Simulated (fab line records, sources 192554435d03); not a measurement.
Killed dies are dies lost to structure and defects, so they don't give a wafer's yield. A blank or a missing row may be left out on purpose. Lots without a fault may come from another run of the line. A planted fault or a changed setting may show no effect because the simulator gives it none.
fab line records | flow n5_finfet
record lots=16 wafers=47 last_day=18
route steps=1938 shown FIN_CUT@178 STI_FIN_REVEAL@183 DUMMY_GATE@215
lots that met no fault: from a run of the same line without faults
start_h: hours from the record's first day to the start of the lot's first wafer shown | wait_h: hours since the lot's step before | " the same as in the row above | L1.1+2: a row that stands for several wafers | - no value, or no start given | * or withheld: withheld | < > ~ a bound
route shown NAME@n: a module of which the file shows steps, and the number in the route of the first | usual: mean/standard deviation of fault-free wafers | same: alike in all rows | chamber/n: place in a boat | sites: the reading at each site | _std_site: their standard deviation | _edge_site: outer sites' mean less inner sites' | radius_mm: how far each site lies from the wafer's centre | mask NAME#n: copy n | behind: the tool/chamber that last shaped the wafer | hold: why the lot was held/for how many hours/how that ended | device: the transistor (n, p or np) that didn't switch | end of line: the same wafers' tests at the end of the route | a step without rows: its recipe alone | killed: dies lost to structure and defects at the first sort, not the wafer's yield | map: a wafer's dies, x killed, . not, _ none there
set.NAME: the setting as run; set.NAME@STEP: as run at that earlier step | model.NAME: the simulator's own value behind a step, which no gauge read
steps of the route over a sample of lots; a table a step, a row a wafer
services: from which hour (start_h, from the record's first day; less than 0 if before it) a tool's chamber was out of use, for how many hours, and why
## steps
# step N5_FIN_CUT_STRIP_22
# recipe chemistry=N2/H2 power_w=500 temp_c=40 pressure_mtorr=50 rf_frequency_hz=6e+07 overash_fraction=0.3 bias_power_w=8 h2_frac=0.5 n2_flow_sccm=300 h2_flow_sccm=300
# usual drypump_motor_current_A=5.7/0.62 oes_product_au=0.81/0.1 rf_vpp_V=54.3/2.2 showerhead_plenum_p_Torr=3.37/0.081 throttle_valve_pct=18.8/0.38
# columns lot.wafer tool chamber start_h wait_h drypump_motor_current_A oes_product_au rf_hours_counter_h rf_vpp_V showerhead_plenum_p_Torr throttle_valve_pct
L818.1 rie_diel-01 1 29.47 0.0 5.2 0.74 156 53.8 3.35 19.1
L818.5 " 1 " " 5.2 0.76 - 52.5 3.35 19.1
L819.4 rie_diel-03 1 34.26 0.3 5.3 0.78 - 54.4 3.38 18.7
L819.5 " 3 " " 6.2 0.75 - 55.4 3.48 18.5
L819.6 " 0 " " 5.0 0.95 - 52.3 3.43 18.3
L820.2 rie_diel-03 0 40.41 0.2 5.0 0.93 25 57.6 3.42 18.3
L820.3 " 3 " " 6.3 0.74 162 59.1 3.48 18.5
L820.4 " 1 " " 5.3 0.78 - 52.7 3.37 18.6
L822.1 rie_diel-04 3 54.07 0.0 6.6 0.75 146 55.2 3.24 19.0
L822.4 " 2 " " 5.7 0.69 238 53.5 3.47 19.8
L822.6 " 2 " " 5.7 0.70 - 56.2 3.47 19.8
L823.1 rie_diel-03 3 59.82 0.0 6.2 0.76 169 56.7 3.48 18.5
L823.3 " 2 " " 5.5 0.72 185 52.3 3.20 18.9
L823.6 " 1 " " 5.3 0.76 - 56.7 3.37 18.7
L824.3 rie_diel-04 2 65.35 0.1 5.7 0.67 241 53.0 3.47 19.9
L824.4 " 3 " " 6.6 0.75 149 51.0 3.24 19.0
L824.5 " 3 " " 6.6 0.76 - 54.9 3.24 19.0
L825.2 rie_diel-03 2 69.43 0.0 5.5 0.71 189 54.4 3.20 18.9
L825.3 " 0 " " 5.1 0.92 35 53.8 3.42 18.4
L825.5 " 0 " " 5.0 0.92 - 52.1 3.42 18.4
L826.3 rie_diel-01 1 75.82 0.0 5.2 0.73 172 52.6 3.34 19.0
L826.4 " 0 " " 4.8 0.98 9 54.6 3.42 18.5
L826.5 " 3 " " 6.4 0.94 - 56.8 3.30 18.7
L827.2 rie_diel-03 1 81.87 0.0 5.3 0.76 143 54.3 3.36 18.7
L827.5 " 0 " " 5.0 0.91 - 53.6 3.42 18.4
L827.6 " 3 " " 6.3 0.76 - 55.4 3.47 18.6
L828.2 rie_diel-04 0 87.56 0.0 5.7 0.68 216 54.6 3.47 19.3
L828.3 " 3 " " 6.7 0.73 156 52.7 3.23 19.0
L828.6 " 3 " " 6.6 0.75 - 51.7 3.23 19.0
L829.2 rie_diel-04 3 94.77 0.0 6.6 0.74 158 52.4 3.23 19.0
L829.5 " 2 " " 5.7 0.67 - 56.5 3.46 19.8
L829.6 " 3 " " 6.6 0.73 - 49.5 3.23 19.0
L835.2 rie_diel-04 0 129.02 0.1 5.8 0.68 231 53.7 3.46 19.4
L835.3 " 1 " " 6.5 0.81 93 55.8 3.37 19.0
L835.6 " 1 " " 6.5 0.81 - 58.0 3.38 19.0
L837.3 rie_diel-01 1 143.52 0.1 5.2 0.72 197 54.3 3.33 19.1
L837.4 " 3 " " 6.4 0.88 45 55.2 3.29 18.7
L837.6 " 3 " " 6.4 0.89 - 56.9 3.29 18.8
L839.2 rie_diel-01 2 154.14 0.1 6.1 1.00 7 56.9 3.32 18.5
L839.3 " 1 " " 5.2 0.71 199 52.4 3.33 19.2
L839.4 " 3 " " 6.4 0.89 48 52.9 3.29 18.7
L840.2 rie_diel-04 2 159.95 0.0 5.7 0.91 14 52.7 3.45 19.5
L840.4 " 3 " " 6.7 0.72 182 52.9 3.22 19.1
L840.6 " 1 " " 6.6 0.81 - 54.8 3.37 19.0
L841.3 rie_diel-01 0 165.16 0.1 4.8 0.92 39 54.0 3.40 18.5
L841.5 " 3 " " 6.4 0.89 - 61.1 3.28 18.7
L841.6 " 2 " " 6.1 0.98 - 54.9 3.32 18.5
# step N5_STI_FIN_REVEAL_ALD_00
# recipe material=SiO2 target_thk_a=10 temp_c=300 ald_precursor_family=BDEAS ald_co_reactant=O2-plasma pulse_time_s=1 pressure_torr=2
# usual heater_power_w=486/55 precursor_pulse_height_rel=1.000/0.021 susceptor_temp_C=300.03/0.2
# columns lot.wafer tool chamber start_h wait_h heater_power_w precursor_pulse_height_rel susceptor_temp_C
L818.1 ald_sin-02 3 29.67 0.0 418 1.012 299.89
L818.5 " 3 " " 429 0.993 299.72
L819.4 ald_sin-03 1 34.46 0.1 431 1.016 300.34
L819.5 " 0 " " 603 1.007 300.12
L819.6 " 3 " " 429 1.002 300.04
L820.2 ald_sin-03 3 40.60 0.0 427 0.991 300.08
L820.3 " 1 " " 430 1.038 300.44
L820.4 " 0 " " 595 1.018 300.08
L822.1 ald_sin-02 2 54.27 0.0 561 0.994 299.99
L822.4 " 0 " " 521 1.020 300.16
L822.6 " 3 " " 424 0.957 299.49
L823.1 ald_sin-02 2 60.02 0.0 549 1.016 300.09
L823.3 " 1 " " 565 1.004 299.82
L823.6 " 2 " " 564 1.011 299.99
L824.3 ald_sin-02 3 65.90 0.4 430 0.984 300.12
L824.4 " 2 " " 554 0.986 299.56
L824.5 " 0 " " 523 0.996 299.80
L825.2 ald_sin-01 2 70.38 0.8 466 0.967 299.88
L825.3 " 0 " " 468 1.022 299.96
L825.5 " 3 " " 494 0.995 300.19
L826.3 ald_sin-01 1 76.03 0.0 444 0.994 299.78
L826.4 " 0 " " 469 1.041 300.09
L826.5 " 1 " " 452 0.997 300.18
L827.2 ald_sin-02 0 82.06 0.0 522 0.983 300.29
L827.5 " 1 " " 566 0.979 300.06
L827.6 " 0 " " 514 1.009 300.20
L828.2 ald_sin-03 2 87.76 0.0 472 1.045 299.99
L828.3 " 1 " " 436 1.021 300.44
L828.6 " 1 " " 425 0.981 300.41
L829.2 ald_sin-01 1 96.40 1.5 452 0.998 300.15
L829.5 " 1 " " 446 1.046 300.28
L829.6 " 2 " " 462 0.985 299.96
L835.2 ald_sin-01 0 129.22 0.0 471 0.994 300.05
L835.3 " 1 " " 457 1.008 299.96
L835.6 " 3 " " 489 0.997 299.68
L837.3 ald_sin-02 1 143.72 0.0 532 0.980 300.30
L837.4 " 0 " " 524 0.981 300.01
L837.6 " 3 " " 429 0.971 299.92
L839.2 ald_sin-01 0 154.34 0.0 478 0.994 299.93
L839.3 " 3 " " 497 0.978 299.82
L839.4 " 2 " " 464 0.996 300.26
L840.2 ald_sin-03 1 160.15 0.0 439 1.021 299.82
L840.4 " 0 " " 610 1.011 300.21
L840.6 " 2 " " 477 1.024 299.84
L841.3 ald_sin-01 0 165.36 0.0 479 1.025 299.89
L841.5 " 3 " " 495 1.015 300.23
L841.6 " 0 " " 470 0.996 299.78
# step N5_STI_FIN_REVEAL_ETCHBACK_08
# recipe chemistry=C4F6/O2 target=SiO2 target_depth_a=305 time_s=10.167 ion_energy_ev=250 pressure_mtorr=30 source_w=345 bias_w=185 Ar_flow_sccm=300 C4F6_flow_sccm=10 O2_flow_sccm=10
# usual bias_w=185.0/0.58 drypump_motor_current_A=5.8/0.55 oes_o_777_au=0.82/0.094 oes_product_au=0.81/0.098 rf_vpp_V=659/11 showerhead_plenum_p_Torr=2.80/0.056 throttle_valve_pct=21.11/0.26
# columns lot.wafer tool chamber start_h wait_h bias_w drypump_motor_current_A oes_o_777_au oes_product_au rf_hours_counter_h rf_vpp_V showerhead_plenum_p_Torr throttle_valve_pct
L818.1 rie_diel-02 1 35.32 0.2 185.3 5.5 0.70 0.70 237 657 2.81 20.95
L818.5 " 3 " " 184.9 6.0 0.76 0.74 - 674 2.85 21.34
L819.4 rie_diel-05 0 40.14 0.2 185.6 6.0 0.80 0.82 - 651 2.76 20.88
L819.5 " 1 " " 185.0 6.4 1.04 1.03 - 671 2.81 21.02
L819.6 " 2 " " 184.2 6.6 0.77 0.75 - 679 2.84 21.13
L820.2 rie_diel-02 2 46.28 0.2 185.2 6.2 0.88 0.85 44 645 2.80 21.18
L820.3 " 0 " " 184.1 5.0 0.98 0.98 5 666 2.80 20.95
L820.4 " 3 " " 185.2 6.0 0.75 0.74 172 675 2.84 21.34
L822.1 rie_diel-02 1 60.50 0.2 184.8 5.5 0.69 0.69 245 658 2.81 20.97
L822.4 " 2 " " 185.3 6.2 0.87 0.85 48 644 2.80 21.20
L822.6 " 2 " " 185.3 6.2 0.87 0.85 - 643 2.80 21.21
L823.1 rie_diel-02 3 65.76 0.3 185.2 6.0 0.75 0.73 177 674 2.84 21.35
L823.3 " 2 " " 185.6 6.2 0.87 0.85 49 643 2.80 21.21
L823.6 " 2 " " 185.6 6.2 0.87 0.83 - 642 2.80 21.20
L824.3 rie_diel-06 2 71.53 0.1 185.4 6.2 0.69 0.65 256 647 2.81 21.39
L824.4 " 1 " " 185.2 5.9 0.72 0.69 - 654 2.71 21.06
L824.5 " 0 " " 184.2 4.9 0.76 0.74 - 650 2.72 21.54
L825.2 rie_diel-02 0 76.00 0.2 184.8 5.1 0.95 0.96 14 664 2.80 20.97
L825.3 " 2 " " 185.8 6.2 0.86 0.85 53 643 2.80 21.23
L825.5 " 2 " " 186.1 6.2 0.86 0.85 - 644 2.80 21.23
L826.3 rie_diel-05 2 81.69 0.2 184.6 6.6 0.75 0.74 168 680 2.83 21.14
L826.4 " 3 " " 184.4 4.9 0.89 0.90 6 663 2.81 20.68
L826.5 " 3 " " 184.8 4.9 0.88 0.91 - 663 2.81 20.66
L827.2 rie_diel-05 3 87.70 0.2 184.7 4.9 0.88 0.89 8 663 2.81 20.67
L827.5 " 2 " " 185.1 6.6 0.76 0.73 - 680 2.83 21.16
L827.6 " 3 " " 184.0 4.9 0.87 0.89 - 663 2.81 20.67
L828.2 rie_diel-05 2 93.38 0.2 184.4 6.6 0.76 0.74 173 680 2.83 21.13
L828.3 " 0 " " 184.6 6.0 0.78 0.80 101 650 2.75 20.91
L828.6 " 2 " " 185.1 6.6 0.76 0.74 - 679 2.83 21.16
L829.2 rie_diel-05 1 102.04 0.2 185.7 6.4 0.95 0.94 24 668 2.80 21.07
L829.5 " 0 " " 185.1 6.0 0.78 0.80 - 652 2.75 20.93
L829.6 " 3 " " 185.0 4.9 0.86 0.89 - 663 2.81 20.67
L835.2 rie_diel-02 3 134.90 0.2 185.6 6.0 0.73 0.71 205 674 2.83 21.39
L835.3 " 3 " " 185.5 6.0 0.72 0.72 - 676 2.83 21.39
L835.6 " 3 " " 185.9 6.0 0.73 0.72 - 674 2.83 21.40
L837.3 rie_diel-05 3 149.36 0.1 184.4 4.9 0.83 0.84 29 663 2.80 20.71
L837.4 " 1 " " 185.4 6.5 0.92 0.91 41 670 2.80 21.08
L837.6 " 0 " " 183.9 6.0 0.76 0.77 - 651 2.74 20.92
L839.2 rie_diel-02 3 159.96 0.2 185.5 5.9 0.72 0.70 215 674 2.82 21.40
L839.3 " 0 " " 184.5 5.0 0.89 0.89 40 666 2.79 21.00
L839.4 " 1 " " 185.1 5.5 0.89 0.87 28 657 2.79 20.64
L840.2 rie_diel-06 0 165.77 0.2 184.9 4.9 0.73 0.72 208 648 2.71 21.59
L840.4 " 2 " " 185.3 6.2 0.94 0.92 - 646 2.80 21.12
L840.6 " 3 " " 185.2 6.4 0.74 0.73 - 654 2.95 21.32
L841.3 rie_diel-02 0 171.04 0.2 185.3 5.1 0.90 0.90 44 666 2.79 21.01
L841.5 " 1 " " 184.7 5.5 0.88 0.88 - 657 2.79 20.67
L841.6 " 0 " " 185.2 5.0 0.88 0.89 - 666 2.78 21.01
# step N5_DUMMY_GATE_CVD_03
# recipe material=a-Si target_thk_a=1500 temp_c=530 precursor=SiH4 time_s=8042
# usual spike_tc_bottom_C=553.7/2.6 spike_tc_centre_C=530.4/0.98 spike_tc_lower_C=530.1/1 spike_tc_top_C=554.6/2 spike_tc_upper_C=530.4/1.2 susceptor_temp_C=530.08/0.15 zone_power_upper_pct=6.2/0.88
# columns lot.wafer tool chamber start_h wait_h spike_tc_bottom_C spike_tc_centre_C spike_tc_lower_C spike_tc_top_C spike_tc_upper_C susceptor_temp_C zone_power_upper_pct
L818.1 lpcvd-02 0/15 38.57 0.1 550.3 528.0 528.7 558.0 529.3 530.09 7.1
L818.5 " 0/34 " " 550.3 528.0 528.7 558.0 529.3 530.09 7.1
L819.4 lpcvd-01 1/79 43.36 0.1 553.0 529.9 531.6 551.9 530.4 530.06 5.2
L819.5 " 1/84 " " 553.0 529.9 531.6 551.9 530.4 530.06 5.2
L819.6 " 1/89 " " 553.0 529.9 531.6 551.9 530.4 530.06 5.2
L820.2 lpcvd-02 0/95 53.21 3.8 549.9 529.1 528.6 557.5 529.5 530.10 7.1
L820.3 " 0/100 " " 549.9 529.1 528.6 557.5 529.5 530.10 7.1
L820.4 " 0/104 " " 549.9 529.1 528.6 557.5 529.5 530.10 7.1
L822.1 lpcvd-01 0/15 64.09 0.1 554.1 530.9 529.9 554.1 532.2 529.79 7.2
L822.4 " 0/29 " " 554.1 530.9 529.9 554.1 532.2 529.79 7.2
L822.6 " 0/39 " " 554.1 530.9 529.9 554.1 532.2 529.79 7.2
L823.1 lpcvd-01 0/15 69.01 0.1 554.5 531.4 530.3 554.0 531.9 529.99 7.1
L823.3 " 0/25 " " 554.5 531.4 530.3 554.0 531.9 529.99 7.1
L823.6 " 0/39 " " 554.5 531.4 530.3 554.0 531.9 529.99 7.1
L824.3 lpcvd-01 0/50 74.78 0.1 553.9 531.7 529.8 554.3 531.9 530.01 7.1
L824.4 " 0/54 " " 553.9 531.7 529.8 554.3 531.9 530.01 7.1
L824.5 " 0/59 " " 553.9 531.7 529.8 554.3 531.9 530.01 7.1
L825.2 lpcvd-01 1/45 79.37 0.1 553.5 529.5 530.8 552.2 529.1 529.99 5.2
L825.3 " 1/50 " " 553.5 529.5 530.8 552.2 529.1 529.99 5.2
L825.5 " 1/59 " " 553.5 529.5 530.8 552.2 529.1 529.99 5.2
L826.3 lpcvd-01 0/75 85.10 0.1 542.3 519.0 518.2 543.1 520.7 518.15 6.9
L826.4 " 0/79 " " 542.3 519.0 518.2 543.1 520.7 518.15 6.9
L826.5 " 0/84 " " 542.3 519.0 518.2 543.1 520.7 518.15 6.9
L827.2 lpcvd-01 0/70 91.08 0.1 542.6 519.1 518.1 543.6 520.5 518.53 6.9
L827.5 " 0/84 " " 542.6 519.1 518.1 543.6 520.5 518.53 6.9
L827.6 " 0/89 " " 542.6 519.1 518.1 543.6 520.5 518.53 6.9
L828.2 lpcvd-01 1/70 96.89 0.1 541.3 518.5 518.8 542.0 518.6 518.59 5.0
L828.3 " 1/75 " " 541.3 518.5 518.8 542.0 518.6 518.59 5.0
L828.6 " 1/89 " " 541.3 518.5 518.8 542.0 518.6 518.59 5.0
L829.2 lpcvd-01 1/70 105.28 0.1 540.9 518.1 519.7 541.6 518.3 518.13 5.0
L829.5 " 1/84 " " 540.9 518.1 519.7 541.6 518.3 518.13 5.0
L829.6 " 1/89 " " 540.9 518.1 519.7 541.6 518.3 518.13 5.0
L835.2 lpcvd-02 0/70 140.63 2.3 549.9 528.9 528.5 556.8 529.3 529.98 7.1
L835.3 " 0/75 " " 549.9 528.9 528.5 556.8 529.3 529.98 7.1
L835.6 " 0/89 " " 549.9 528.9 528.5 556.8 529.3 529.98 7.1
L837.3 lpcvd-02 0/50 152.97 0.1 550.4 529.5 528.2 557.8 529.8 530.09 7.1
L837.4 " 0/54 " " 550.4 529.5 528.2 557.8 529.8 530.09 7.1
L837.6 " 0/64 " " 550.4 529.5 528.2 557.8 529.8 530.09 7.1
L839.2 lpcvd-02 1/70 163.20 0.1 559.0 532.0 528.9 557.4 529.9 530.05 6.1
L839.3 " 1/75 " " 559.0 532.0 528.9 557.4 529.9 530.05 6.1
L839.4 " 1/79 " " 559.0 532.0 528.9 557.4 529.9 530.05 6.1
L840.2 lpcvd-02 1/95 169.03 0.1 558.5 531.4 529.3 556.7 528.9 530.18 6.1
L840.4 " 1/104 " " 558.5 531.4 529.3 556.7 528.9 530.18 6.1
L840.6 " 1/114 " " 558.5 531.4 529.3 556.7 528.9 530.18 6.1
L841.3 lpcvd-02 1/25 174.74 0.1 558.8 530.9 530.6 557.0 528.7 529.95 6.1
L841.5 " 1/34 " " 558.8 530.9 530.6 557.0 528.7 529.95 6.1
L841.6 " 1/39 " " 558.8 530.9 530.6 557.0 528.7 529.95 6.1
# step N5_DUMMY_GATE_CMP_04
# recipe material=a-Si post_cmp_clean=alkaline_brush
# usual motor_current_A=10.0/0.91 pad_life_wafers=1027/660 time_to_endpoint_s=13.4/2.4
# columns lot.wafer tool chamber start_h wait_h motor_current_A pad_life_wafers time_to_endpoint_s
L818.1 cmp-01 1 44.24 0.1 10.2 867 9.3
L818.5 " 3 " " 10.0 - 10.5
L819.4 cmp-03 3 49.02 0.1 13.3 1545 13.8
L819.6 " 0 " " 10.2 - 15.1
L819.5 " 1 " " 9.3 - 14.8
L820.3 cmp-01 0 56.94 0.0 10.1 942 10.6
L820.2 " 1 " " 10.3 943 7.9
L820.4 " 3 " " 9.8 945 9.3
L822.4 cmp-03 1 67.87 0.1 9.7 1681 16.6
L822.1 " 3 " " 13.0 1683 13.2
L822.6 " 1 " " 8.8 - 14.1
L823.1 cmp-04 1 72.76 0.0 9.7 222 13.9
L823.3 " 0 " " 9.6 225 13.9
L823.6 " 1 " " 10.1 - 13.4
L824.4 cmp-03 2 78.59 0.1 10.4 1766 13.7
L824.3 " 3 " " 12.6 1767 15.1
L824.5 " 1 " " 9.2 - 19.0
L825.3 cmp-04 0 83.14 0.1 9.5 301 13.2
L825.2 " 1 " " 9.6 302 12.2
L825.5 " 3 " " 9.5 - 10.9
L826.3 cmp-01 1 88.87 0.1 9.1 1189 4.2
L826.4 " 3 " " 10.1 1191 5.5
L826.5 " 1 " " 10.2 - 4.4
L827.2 cmp-04 2 94.88 0.1 10.3 392 4.8
L827.6 " 0 " " 9.3 - 5.2
L827.5 " 1 " " 10.6 - 5.5
L828.2 cmp-01 1 100.69 0.1 9.6 1286 3.3
L828.3 " 2 " " 9.3 1287 6.9
L828.6 " 3 " " 9.7 - 7.0
L829.2 cmp-03 2 109.01 0.0 10.2 1998 8.0
L829.5 " 2 " " 10.4 - 7.8
L829.6 " 3 " " 12.2 - 8.3
L835.3 cmp-01 0 146.21 0.0 9.9 1680 10.3
L835.2 " 3 " " 9.6 1683 10.8
L835.6 " 0 " " 10.6 - 9.3
L837.4 cmp-03 3 158.56 0.1 12.4 139 12.6
L837.3 " 0 " " 9.6 140 13.2
L837.6 " 2 " " 10.3 - 13.7
L839.4 cmp-01 3 166.97 0.1 9.8 1867 11.6
L839.2 " 0 " " 10.0 1868 13.5
L839.3 " 1 " " 9.9 1869 10.5
L840.4 cmp-03 3 172.76 0.0 12.6 258 14.7
L840.2 " 0 " " 10.0 259 13.5
L840.6 " 0 " " 10.1 - 14.1
L841.3 cmp-03 0 178.48 0.0 9.9 306 12.5
L841.5 " 0 " " 10.1 - 13.7
L841.6 " 1 " " 8.7 - 13.4
## services
# columns tool chamber start_h hours kind
ald_sin-01 - 9.38 4.3 pm
rie_diel-03 3 9.53 2.5 repair
rie_diel-04 2 10.81 5.6 repair
ald_sin-01 - 15.18 8.6 repair
rie_diel-02 1 19.15 8.3 repair
rie_diel-04 - 25.11 0.3 repair
rie_diel-02 2 28.12 8.7 repair
rie_diel-03 2 31.89 9.4 repair
rie_diel-04 - 32.22 14.6 pm
rie_diel-02 3 37.87 1.7 repair
cmp-03 - 39.19 2.5 pm
cmp-01 - 45.08 3.4 repair
rie_diel-01 - 61.20 4.3 pm
rie_diel-03 - 63.79 0.7 repair
ald_sin-02 2 81.06 5.4 repair
ald_sin-02 - 86.44 14.0 pm
rie_diel-03 0 86.86 11.8 repair
rie_diel-03 3 95.85 18.6 repair
rie_diel-02 0 126.72 16.1 repair
rie_diel-04 1 129.49 9.0 repair
rie_diel-04 0 130.52 10.4 repair
cmp-03 - 135.41 4.0 pm
rie_diel-04 1 139.52 4.0 repair
rie_diel-05 1 162.15 36.3 repair
## key
first_sign step=N5_DUMMY_GATE_CVD_03 reading=susceptor_temp_C direction=down sigmas=80 usual=* struck=*
effect step=N5_DUMMY_GATE_CVD_03 reading=spike_tc_centre_C direction=down sigmas=12 usual=530.4 struck=518.7
effect step=N5_DUMMY_GATE_CMP_04 reading=time_to_endpoint_s direction=down sigmas=3.1 usual=* struck=*
met_at N5_DUMMY_GATE_CVD_03
struck_lots L826,L827,L828,L829
rows_end L828.2,L828.3,L828.6
later_rows_left_out L826.3,L826.4,L826.5,L827.2,L827.5,L827.6,L829.2,L829.5,L829.6
sort_left_out L826.3,L826.4,L826.5,L827.2,L827.5,L827.6,L829.2,L829.5,L829.6
tester_left_out L826,L827,L829
not_acting_at N5_FIN_CUT_STRIP_22,N5_STI_FIN_REVEAL_ALD_00,N5_STI_FIN_REVEAL_ETCHBACK_08
fault kind=process_parameter_drift tool=lpcvd-01 chamber=- onset_h=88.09 steps=N5_DUMMY_GATE_CVD_03 channel=temp_c offset=* shape=step acts_in=* stated=*
# tester_left_out: of these lots the tester's yield and bins aren't shown, on N5 and GAA mostly nor the transistor test; their killed dies are dies lost to structure and defects alone, not to doping, threshold or leakage, so they don't give the yield
# sort_left_out: the simulated sort isn't trusted on such a fault, so these wafers' sort isn't shown, and their yield isn't known
# later_rows_left_out: the simulator's readings of these wafers behind a module that went badly wrong aren't trusted and aren't shown, but for the sort
# rows_end: these wafers met a further fault down the route, and their rows from its step on are left out
